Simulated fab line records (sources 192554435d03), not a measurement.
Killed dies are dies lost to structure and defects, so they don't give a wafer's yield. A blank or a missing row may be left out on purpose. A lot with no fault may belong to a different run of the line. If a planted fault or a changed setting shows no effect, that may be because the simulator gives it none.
One fault seen from 2 desks :: flow n5_finfet :: only its own numbers are on each desk; what lay behind them is given at the end

AT THE METROLOGY DESK
Means of the sampled wafers that have a number, per lot and without regard to the tool the lot ran on: this is what the gauges read. Any lot whose mean is over 4 standard deviations away from the usual mean is out of limits and marked OUT; that distance is given in the brackets. Only the readings that lie furthest out on some lot appear, 7 of the 10 it has.
Columns: A = DIBL_N at N5_BEOL_M4_RC_MEAS_101, usual 36.0 mV/V; B = IOFF_N at N5_BEOL_M4_RC_MEAS_101, usual 0.16 nA/um; C = IOFF_P at N5_BEOL_M4_RC_MEAS_101, usual 0.21 nA/um; D = SS_N at N5_BEOL_M4_RC_MEAS_101, usual 71.4 mV/dec; E = SS_P at N5_BEOL_M4_RC_MEAS_101, usual 73.2 mV/dec; F = VT_N at N5_BEOL_M4_RC_MEAS_101, usual 250 mV; G = VT_P at N5_BEOL_M4_RC_MEAS_101, usual -251 mV
lot: L690
first seen here: day 10 19:14
A: 34.1
B: 0.12
C: 0.17
D: 70.7
E: 72.2
F: 253
G: -252

lot: L697
first seen here: day 12 07:01
A: 36.8
B: 0.17
C: 0.22
D: 71.8
E: 73.2
F: 249
G: -250

lot: L699
first seen here: day 13 11:27
A: 36.0
B: 0.17
C: 0.23
D: 71.1
E: 73.5
F: 248
G: -249

lot: L704
first seen here: day 14 03:54
A: 36.3
B: 0.16
C: 0.18
D: 71.2
E: 72.9
F: 247
G: -253
This desk's verdict: no lot among the 4 shows anything out of limits.

TOOL OWNER'S DESK, pecvd-02
The tool's own readings at N5_FIN_SAQP_PECVD_47 (deposits a-Si from SiH4/He, target thk 45 nm, time 36.3 s): means of the sampled wafers that have a number, for each lot that ran on this tool. Any lot whose mean is over 4 standard deviations away from the usual mean is out of limits and marked OUT; that distance is given in the brackets.
Columns: A = heater_power_w at N5_FIN_SAQP_PECVD_47, usual 929 W; B = rf_fwd_power_W at N5_FIN_SAQP_PECVD_47, usual 98.9 W; C = run_length_s at N5_FIN_SAQP_PECVD_47, usual 72.6 s; D = showerhead_plenum_p_Torr at N5_FIN_SAQP_PECVD_47, usual 5.67 Torr; E = throttle_valve_pct at N5_FIN_SAQP_PECVD_47, usual 18.6 %
lot: L690
first seen here: day 3 09:33
A: 949
B: 98.5
C: 72.3
D: 5.62
E: 18.3

lot: L697
first seen here: day 5 04:40
A: 951
B: 98.6
C: 73.7
D: 5.61
E: 17.3

lot: L699
first seen here: day 5 16:55
A: 832
B: 98.9
C: 75.3 (+5.7) OUT
D: 5.65
E: 18.0
This desk finds L699 out of limits, L699 being first, at day 5 16:55 (run_length_s at N5_FIN_SAQP_PECVD_47). Within limits: L690, L697.

ALL TOGETHER
On L699, at day 5 16:55, an alarm was possible from the tool owner's desk.
Nothing out of limits was seen by the metrology desk.
The metrology desk has L699 on record, within its limits.
N5_FIN_SAQP_PECVD_47 was run on pecvd-02 by each of the lots named.

WHAT THE SIMULATOR PUT IN
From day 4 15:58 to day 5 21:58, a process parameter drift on pecvd-02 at N5_FIN_SAQP_PECVD_47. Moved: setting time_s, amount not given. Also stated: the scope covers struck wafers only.
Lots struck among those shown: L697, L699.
Each desk's first reading out of limits, in hours after the fault started: the tool owner's desk, 25.
